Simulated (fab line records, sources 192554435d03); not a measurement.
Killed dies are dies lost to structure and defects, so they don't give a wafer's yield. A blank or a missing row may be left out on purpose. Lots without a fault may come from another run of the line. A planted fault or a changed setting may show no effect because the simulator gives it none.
Split-lot experiment | flow n5_finfet | 7 lots, 39 wafers read, on a route of 1938 steps

THE SPLIT
At N5_WELL_APT_EXPOSE_05 (exposes mask NWELL, defocus 0 nm, target cd 200 nm), the setting dose_mj was moved away from the recipe's 20.3 on 15 of the 39 wafers read, by -7.4% to +5.5%. The other wafers ran this setting at the recipe's value.

FROM THE SPLIT TO THE READING: what the file shows between them, 3 steps
- N5_WELL_APT_PEB_06: peb time 90 s
- N5_WELL_APT_DEVELOP_07: develop time 45 s
- N5_WELL_APT_HARDBAKE_12: time 120 s

THE READING
cd_nm, in nm, at N5_WELL_APT_CD_MEAS_08 (target cd 200 nm). Fault-free wafers of this fab line usually give 199.9 nm, standard deviation 2 nm.

wafer  | tool, chamber at the split | dose_mj as run | against the recipe | cd_nm, nm | against lot-mates on the recipe
L074.1 | krf_scanner-02, 0          | 20.8           | +2.5%              | 203.9     | +1.8
L074.2 | krf_scanner-02, 0          | 20.8           | +2.5%              | 205.9     | +3.8
L074.3 | krf_scanner-02, 0          | 20.3           | recipe             | 201.4     | -
L074.4 | krf_scanner-02, 0          | 20.8           | +2.5%              | 205.3     | +3.2
L074.5 | krf_scanner-02, 0          | 20.3           | recipe             | 203.1     | -
L074.6 | krf_scanner-02, 0          | 20.3           | recipe             | 201.9     | -
L075.1 | krf_scanner-02, 0          | 20.3           | recipe             | 198.9     | -
L075.2 | krf_scanner-02, 0          | 20.3           | recipe             | 198.2     | -
L075.3 | krf_scanner-02, 0          | 20.3           | recipe             | 198.6     | -
L075.4 | krf_scanner-02, 0          | 20.3           | recipe             | 199.7     | -
L075.5 | krf_scanner-02, 0          | 20.3           | recipe             | 201.1     | -
L075.6 | krf_scanner-02, 0          | 20.3           | recipe             | 200.8     | -
L081.3 | krf_scanner-02, 0          | 20.3           | recipe             | 199.7     | -
L081.5 | krf_scanner-02, 0          | 20.3           | recipe             | 198.7     | -
L081.6 | krf_scanner-02, 0          | 20.3           | recipe             | 197.2     | -
L085.1 | krf_scanner-02, 0          | 18.99          | -6.5%              | 188.8     | -13.3
L085.2 | krf_scanner-02, 0          | 20.3           | recipe             | 202.8     | -
L085.3 | krf_scanner-02, 0          | 20.3           | recipe             | 201.1     | -
L085.4 | krf_scanner-02, 0          | 20.3           | recipe             | 202.5     | -
L085.5 | krf_scanner-02, 0          | 18.99          | -6.5%              | 191.0     | -11.1
L085.6 | krf_scanner-02, 0          | 18.99          | -6.5%              | 189.6     | -12.5
L086.1 | krf_scanner-02, 0          | 20.3           | recipe             | 199.2     | -
L086.2 | krf_scanner-02, 0          | 21.41          | +5.5%              | 206.9     | +8.2
L086.3 | krf_scanner-02, 0          | 20.3           | recipe             | 199.6     | -
L086.4 | krf_scanner-02, 0          | 21.41          | +5.5%              | 204.5     | +5.8
L086.5 | krf_scanner-02, 0          | 20.3           | recipe             | 197.3     | -
L086.6 | krf_scanner-02, 0          | 21.41          | +5.5%              | 206.5     | +7.8
L087.1 | krf_scanner-02, 0          | 20.3           | recipe             | 197.6     | -
L087.2 | krf_scanner-02, 0          | 18.79          | -7.4%              | 189.9     | -9.3
L087.3 | krf_scanner-02, 0          | 18.79          | -7.4%              | 186.4     | -12.8
L087.4 | krf_scanner-02, 0          | 20.3           | recipe             | 200.1     | -
L087.5 | krf_scanner-02, 0          | 18.79          | -7.4%              | 187.6     | -11.6
L087.6 | krf_scanner-02, 0          | 20.3           | recipe             | 199.9     | -
L092.1 | krf_scanner-02, 0          | 18.92          | -6.8%              | 187.6     | -11.6
L092.2 | krf_scanner-02, 0          | 18.92          | -6.8%              | 185.5     | -13.7
L092.3 | krf_scanner-02, 0          | 18.92          | -6.8%              | 186.9     | -12.3
L092.4 | krf_scanner-02, 0          | 20.3           | recipe             | 198.6     | -
L092.5 | krf_scanner-02, 0          | 20.3           | recipe             | 201.0     | -
L092.6 | krf_scanner-02, 0          | 20.3           | recipe             | 197.9     | -

THE FIT
A straight line over all 39 wafers: cd_nm changes by +1.6 nm for each +1% of dose_mj; r = +0.95; the points scatter about the line by 1.8 nm.
The same after taking each lot's own level away (the mean of its wafers on the recipe; 39 wafers): +1.62 nm for each +1%; r = +0.98; scatter 1.3 nm.
On that fit, the largest move of dose_mj shifts the reading by 12 nm.
The lots' own levels span 198.53 to 202.13 nm, that is 1.8 times the standard deviation above.
So the lot-to-lot level changes the slope little: the two slopes agree.
Check: with one of the wafers moved furthest among these (-7.4%) left out of the fit, the line predicts -12.8 nm for it against its lot-mates. It came out at -9.3 nm against them.

THE WHOLE CHAIN: every reading that the file lists as answering this split, in the file's order
step                   | what it does             | reading                                                         | change (the file's fit)              | r (the file's)
N5_WELL_APT_CD_MEAS_08 | target cd 200 nm         | cd_nm                                                           | +1.65 nm for each +1% of the setting | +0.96
N5_WELL_APT_DESCUM_13  | chemistry O2, time 7.9 s | WELL_APT.cd_nm (the simulator's own value, which no gauge read) | +1.67 nm for each +1% of the setting | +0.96

THE FILE'S OWN FIT
cd_nm changes by +1.65 nm for each +1% of dose_mj, r = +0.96.
